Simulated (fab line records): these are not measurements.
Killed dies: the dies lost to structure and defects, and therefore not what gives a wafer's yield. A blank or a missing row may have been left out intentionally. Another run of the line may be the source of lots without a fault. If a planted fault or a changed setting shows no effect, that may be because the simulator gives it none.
What tool caused it? + flow n5-finfet + Sampling: 12 lots, 36 wafers, 4 of 1938 route steps

== WHAT THE GAUGES SHOWED, per wafer ==
N5_GATE_CUT_INSPECT_15: inspects for defects (brightfield).
| lot  | measured     | on                | raw-defect-count |
|------|--------------|-------------------|------------------|
| L075 | day 4 21:41  | defect-inspect-02 | 154 130 94       |
| L077 | day 5 10:05  | defect-inspect-01 | 178 131 148      |
| L079 | day 5 21:32  | defect-inspect-02 | 148 190 166      |
| L081 | day 6 11:19  | defect-inspect-02 | 301 157 175      |
| L083 | day 6 18:59  | defect-inspect-02 | 154 100 136      |
| L085 | day 7 04:19  | defect-inspect-01 | 146 206 174      |
| L087 | day 7 21:01  | defect-inspect-01 | 102 154 104      |
| L089 | day 8 11:01  | defect-inspect-02 | 111 190 106      |
| L091 | day 8 21:19  | defect-inspect-02 | 141 110 175      |
| L093 | day 9 05:41  | defect-inspect-02 | 99 92 101        |
| L095 | day 9 17:36  | defect-inspect-02 | 121 175 107      |
| L097 | day 10 04:31 | defect-inspect-01 | 173 155 100      |

== WHICH TOOL RAN EACH LOT (tool, then ch and the chambers of the sampled wafers, then the start) ==
| lot  | N5_HKMG_FIN_CMP_23           | N5_GATE_CUT_ETCH_58               | N5_GATE_CUT_SAC_CAP_01           |
|------|------------------------------|-----------------------------------|----------------------------------|
| L075 | cmp-02 ch 2,3, day 4 17:01   | rie-diel-02 ch 1,2, day 4 18:03   | ald-sin-03 ch 0,3, day 4 18:31   |
| L077 | cmp-02 ch 1,2, day 5 05:05   | rie-diel-05 ch 1,2,3, day 5 06:07 | ald-sin-02 ch 0,1,2, day 5 06:47 |
| L079 | cmp-02 ch 0,1,3, day 5 16:58 | rie-diel-02 ch 1,2,3, day 5 18:11 | ald-sin-03 ch 0,1,2, day 5 18:30 |
| L081 | cmp-01 ch 0,2, day 6 06:48   | rie-diel-05 ch 1,2,3, day 6 07:58 | ald-sin-02 ch 2,3, day 6 08:17   |
| L083 | cmp-01 ch 0,1,3, day 6 14:34 | rie-diel-05 ch 0,3, day 6 15:30   | ald-sin-01 ch 2,3, day 6 15:50   |
| L085 | cmp-01 ch 0,2, day 6 23:50   | rie-diel-02 ch 0,3, day 7 00:47   | ald-sin-02 ch 0,1,2, day 7 01:10 |
| L087 | cmp-02 ch 0,2,3, day 7 15:57 | rie-diel-04 ch 0,2, day 7 17:28   | ald-sin-01 ch 1,2,3, day 7 17:59 |
| L089 | cmp-02 ch 0,2,3, day 8 06:28 | rie-diel-05 ch 1,2,3, day 8 07:32 | ald-sin-03 ch 1,2,3, day 8 07:52 |
| L091 | cmp-03 ch 0,1,3, day 8 16:57 | rie-diel-05 ch 0,1,2, day 8 17:59 | ald-sin-03 ch 1,2,3, day 8 18:18 |
| L093 | cmp-02 ch 0,1,2, day 9 01:26 | rie-diel-05 ch 0,1, day 9 02:13   | ald-sin-03 ch 2,3, day 9 02:32   |
| L095 | cmp-03 ch 1,2,3, day 9 12:55 | rie-diel-02 ch 0,1,3, day 9 13:59 | ald-sin-03 ch 1,2,3, day 9 14:27 |
| L097 | cmp-01 ch 0,3, day 10 00:02  | rie-diel-05 ch 0,1, day 10 01:10  | ald-sin-01 ch 0,2, day 10 01:29  |
- N5_HKMG_FIN_CMP_23: polishes, stops on SiNx, t overpolish 10 s, target thk 46.326 nm.
- N5_GATE_CUT_ETCH_58: etches SiNx in CH3F/O2, target depth 17 nm, time 128.6 s.
- N5_GATE_CUT_SAC_CAP_01: material SiNx, target thk 24 nm, pulse time 1 s, ald cycles 480.

== THE ANSWER, worked out from the rows above alone ==
Rule: usual is defined by the lots themselves. Put in order of their means at a reading, lots are off if they are a third of the lots or fewer, leave a main group of 4 or more, and stand apart from it by a gap of 3 or more times the standard deviation of the main group's means; of several such gaps the widest counts. Not used: any main group whose means are identical at the precision the tables above print for the reading. Also off: a lot with no number at a reading for which 4 or more lots have one. All remaining lots with rows at the step are treated as sound.
None of the lots is off at any reading shown; this tells nothing.

== WHAT THE SIMULATOR HAD INSERTED ==
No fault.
